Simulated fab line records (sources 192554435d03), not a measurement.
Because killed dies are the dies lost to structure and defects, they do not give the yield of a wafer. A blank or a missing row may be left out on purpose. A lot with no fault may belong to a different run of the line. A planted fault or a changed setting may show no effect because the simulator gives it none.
Chamber matching + flow n5_finfet + 4 sister chambers for N5_HKMG_FIN_ALD_71 on ald_metal-02
The step deposits TiN, target thk 1 nm, pulse time 1 s, purge time 3 s. 8 wafers are shown with their chamber, then 12 later ones without.

## WAFERS PAIRED WITH THEIR CHAMBERS
| wafer  | chamber | heater_power_w (W) | precursor_pulse_height_rel |
|--------|---------|--------------------|----------------------------|
| L085.2 | 2       | 939                | 1.014                      |
| L085.3 | 1       | 851                | 0.994                      |
| L085.5 | 0       | 1062               | 0.983                      |
| L089.2 | 1       | 860                | 0.971                      |
| L089.5 | 3       | 873                | 0.983                      |
| L091.1 | 2       | 918                | 0.979                      |
| L091.2 | 3       | 866                | 0.975                      |
| L091.3 | 0       | 1068               | 1.011                      |

## WAFERS WHOSE CHAMBER IS MISSING
| wafer  | heater_power_w (W) | precursor_pulse_height_rel |
|--------|--------------------|----------------------------|
| L091.4 | 890                | 1.017                      |
| L091.5 | 866                | 0.986                      |
| L091.6 | 1057               | 1.018                      |
| L092.1 | 868                | 0.968                      |
| L092.3 | 1033               | 0.981                      |
| L092.5 | 875                | 0.978                      |
| L094.1 | 869                | 0.994                      |
| L094.2 | 1056               | 0.987                      |
| L094.4 | 941                | 0.995                      |
| L096.1 | 863                | 1.002                      |
| L096.2 | 926                | 0.996                      |
| L096.3 | 1075               | 1.023                      |

## WHICH CHAMBER EACH WENT THROUGH
| wafer  | from the rows above          | in truth |
|--------|------------------------------|----------|
| L091.4 | can't be placed: 3 or 1 or 2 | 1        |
| L091.5 | can't be placed: 3 or 1      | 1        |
| L091.6 | 0                            | 0        |
| L092.1 | can't be placed: 3 or 1      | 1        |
| L092.3 | 0                            | 0        |
| L092.5 | can't be placed: 3 or 1      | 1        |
| L094.1 | can't be placed: 3 or 1      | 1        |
| L094.2 | 0                            | 0        |
| L094.4 | 2                            | 2        |
| L096.1 | can't be placed: 1 or 3      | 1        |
| L096.2 | 2                            | 2        |
| L096.3 | 0                            | 0        |
Correctly placed: 6 of 12. Unplaceable from these rows: 6, with the true chamber sitting among the candidates in 6. Number placed wrongly: 0.
How it was worked out, from the rows above alone: a wafer's distance from a chamber is the root of the sum, over the readings, of the square of ((its reading less the chamber's mean) divided by the reading's scatter). If the next closest chamber is less than 2 further off than the closest, the wafer can't be placed; otherwise it belongs to the closest. Each chamber's mean is taken over the wafers shown for it. How the scatter is found: for the shown wafers, subtract from each reading the mean of its chamber, square and add these, divide the total by (wafers less chambers), then take the root.
